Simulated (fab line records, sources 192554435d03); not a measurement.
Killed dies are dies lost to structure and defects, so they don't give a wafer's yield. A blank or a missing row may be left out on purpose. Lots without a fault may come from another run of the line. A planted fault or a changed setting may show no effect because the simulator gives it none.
Problem report in the 8D (eight disciplines) form, filled by code | flow n5_finfet | the parts of the form that need people (team, actions taken, sign-off) are left out

1. THE PROBLEM
bias_w at N5_BEOL_M7_ETCH_66 reads a mean of 193.7 W on 1 wafer of 1 lot; wafers without a fault read 150.0 W with a standard deviation of 0.44. That is +99 or more standard deviations from the usual mean.
The step: etches SOC in N2/H2, target depth 80 nm, overetch 16 nm, time 120 s.
First seen on wafer L570.1, day 13 13:53, on rie_diel-01. The record holds 32 wafers of 12 lots with a number at this step. Rule for "out", or "out of limits": more than 4 standard deviations from the usual mean. The other wafers with a number count as sound.

2. WHAT IT IS AND WHAT IT IS NOT
question                    | is                | is not
which readings at this step | bias_w, rf_vpp_V  | chamber_pressure_mTorr, drypump_motor_current_A, oes_product_au, rf_fwd_power_W, showerhead_plenum_p_Torr, throttle_valve_pct
which lots                  | L570              | L549, L552, L553, L555, L556, L557, L558, L560, L562, L565, L572
which wafers of those lots  | L570.1            | L570.2, L570.4
read on which tools         | rie_diel-01       | rie_diel-03, rie_diel-05
when                        | from day 13 13:53 | up to then (28 sound wafers); but 3 sound wafers of L572 came after

3. SUSPECTS, AND WHAT RULES EACH OUT
Counting: a tool at a process step up to the reading stays a suspect if it ran every lot that is out. Sound lots after the first of them don't rule it out here, since some wafers of a struck lot are sound.
- rie_diel-01 at N5_BEOL_M7_ETCH_66 (etches SOC in N2/H2, target depth 80 nm, overetch 16 nm, time 120 s): kept. It ran the lot that is out, L570 (day 13 13:53); its last sound lot up to then is L557 (day 10 19:46). Its own readings are out on those wafers: bias_w, rf_vpp_V.
- Within rie_diel-01 at N5_BEOL_M7_ETCH_66: the wafers that are out ran in chamber 1; their sound lot-mates ran in chambers 0, 2.
Left after counting: rie_diel-01 at N5_BEOL_M7_ETCH_66.

4. THE CAUSE (what the simulator had put in)
Process parameter drift: rie_diel-01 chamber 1, from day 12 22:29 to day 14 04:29, at N5_BEOL_M7_ETCH_66. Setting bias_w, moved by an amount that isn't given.
Counting left only this tool.

5. THE CHAIN OF EFFECTS, in route order
Each row: a reading whose mean over the struck wafers that have a number lies more than 3 standard deviations from the usual. Only readings for which the record gives a usual standard deviation are gone through. hours: the time from each lot's start at the first step in this table that gives one to its start at this step, as a median over the lots. sigmas: the change in usual standard deviations.
hours | step               | reading  | usual   | on struck wafers | change | sigmas
0     | N5_BEOL_M7_ETCH_66 | bias_w   | 150.0 W | 193.7            | +43.7  | +99 or more
0     | N5_BEOL_M7_ETCH_66 | rf_vpp_V | 523.5 V | 618.8            | +95.3  | +33
The process steps in it:
- N5_BEOL_M7_ETCH_66: etches SOC in N2/H2, target depth 80 nm, overetch 16 nm, time 120 s.
Later measuring or inspecting steps at which every struck wafer that the step has a row for has a number for every such reading, and none has moved that far: N5_BEOL_M7_OCD_MEAS_38.

6. WHAT WOULD HAVE CAUGHT IT SOONER
In this record the first reading out of limits was taken at day 13 13:53, 15 hours after the fault began at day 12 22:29.
